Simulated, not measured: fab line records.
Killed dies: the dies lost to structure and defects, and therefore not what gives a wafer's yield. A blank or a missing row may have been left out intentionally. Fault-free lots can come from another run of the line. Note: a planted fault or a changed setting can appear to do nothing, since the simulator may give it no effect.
Struck lot and sound lot, side by side || flow nand harc || 15 steps out of a route of 1159
Sound: the wafers L323.2, L323.5, L323.6. Struck: wafers L332.2, L332.3, L332.4. At the end, the cause is stated.
Each step with rows lists, per side, the tool, then ch with its chambers, then its first start. Under that, the readings that differ: sound wafers || struck wafers || difference of the means || sigmas: that difference in standard deviations of wafers without a fault.
alike: readings whose means differ by less than 2 such deviations, and words and numbers that are the same on both sides. not compared: withheld readings, readings that some wafer has no value for, bounds like >300 that may hide the same value, and numbers for which the record gives no deviation and whose values overlap.
The two part at a step that has a row with sigmas, a row that says differs or no value, or rows on one side only. Non-overlapping numbers with no deviation appear without sigmas and do not part them. A reading missing from all wafers of one side parts the sides only when that side holds two or more wafers.

first, 6 steps without rows for these wafers: NHARC_A_SLIT_COAT_03 (resist thk 90 nm); NHARC_A_SLIT_SOFTBAKE_04 (time 55 s); NHARC_A_SLIT_EBR_05; NHARC_A_SLIT_EXPOSE_06 (exposes mask SLIT); NHARC_A_SLIT_PEB_07 (peb time 65 s); NHARC_A_SLIT_DEVELOP_08 (develop time 35 s).
NHARC_A_SLIT_CD_MEAS_09 targets a cd of 300 nm.
  sound on cd sem-03 ch 0, day 14 20:58; struck on cd sem-01 ch 0, day 16 22:08
  alike: cd nm
NHARC_A_SLIT_OVL_MEAS_10:
  sound on overlay-02 at day 14 21:03; struck on overlay-02 at day 16 22:14
  alike: overlay x nm, overlay y nm
NHARC_A_SLIT_INSPECT_11:
  sound on defect inspect-01 at day 14 21:05; struck on defect inspect-02 at day 16 22:16
  alike: raw defect count
NHARC_A_SLIT_DESCUM_14: chemistry O2, time 3 s.
  sound on rie diel-08 ch 0,1,3, day 14 21:11; struck on rie diel-10 ch 0,2,3, day 16 22:19
  alike: drypump motor current A, oes product au, rf vpp V, showerhead plenum p Torr, throttle valve pct
  not compared: rf hours counter h
NHARC_A_SLIT_ETCH_24: etches the open film in CF4/CHF3, target depth 121 nm, time 60.5 s.
  sound on rie diel-08 ch 0,1,2, day 14 21:15; struck on rie diel-10 ch 0,1,2, day 16 22:25
  alike: bias w, cf4 flow sccm, drypump motor current A, oes product au, rf vpp V, showerhead plenum p Torr, throttle valve pct
  not compared: rf hours counter h
NHARC_A_SLIT_ETCH_15: etches the open film in O2/COS, target depth 3200 nm, time 832 s.
  sound on rie diel-08 ch 0,2,3; struck on rie diel-10 ch 0,1,3
  alike: bias w, chamber pressure mTorr, drypump motor current A, oes product au, rf vpp V, showerhead plenum p Torr, throttle valve pct
  not compared: rf hours counter h
NHARC_A_SLIT_ETCH_17: etches the open film in C4F8/O2/Ar, time 1687.5 s, target depth 10100 nm.
  sound on har etch-02 ch 0,1, day 14 22:10; struck on har etch-02 ch 0,1, day 16 23:20
  no value came back on the struck wafers for any of 6 readings (c4f8 flow sccm (sccm), chamber pressure mTorr (mTorr) and others); on the sound wafers c4f8 flow sccm (sccm) reads 83.34 83.24 83.37
  not compared: rf hours counter h
NHARC_A_SLIT_ETCH_26: etches the open film in C4F8/O2/Ar, time 90 s, target depth 400 nm.
  sound on har etch-02 ch 0,1, day 14 23:27; struck on har etch-02 ch 0,1, day 17 00:35
  alike: bias v, c4f8 flow sccm, drypump motor current A, he backside leak sccm, showerhead plenum p Torr, throttle valve pct
  not compared: rf hours counter h
-- the record jumps here: 5 days lie between the struck wafers' starts before and after (it left off in module A_SLIT and takes up again in module END, whose first step shown is number 1159 of the route) --
NHARC_END_SORT_01:
  only the struck wafers appear in the record here, on prober-02 ch 0 at day 22 03:16; the sound ones have no rows

== WHERE THEY PART ==
Last at NHARC_END_SORT_01 as far as this record goes, first at NHARC_A_SLIT_ETCH_17.

WHY: the cause the simulator had injected
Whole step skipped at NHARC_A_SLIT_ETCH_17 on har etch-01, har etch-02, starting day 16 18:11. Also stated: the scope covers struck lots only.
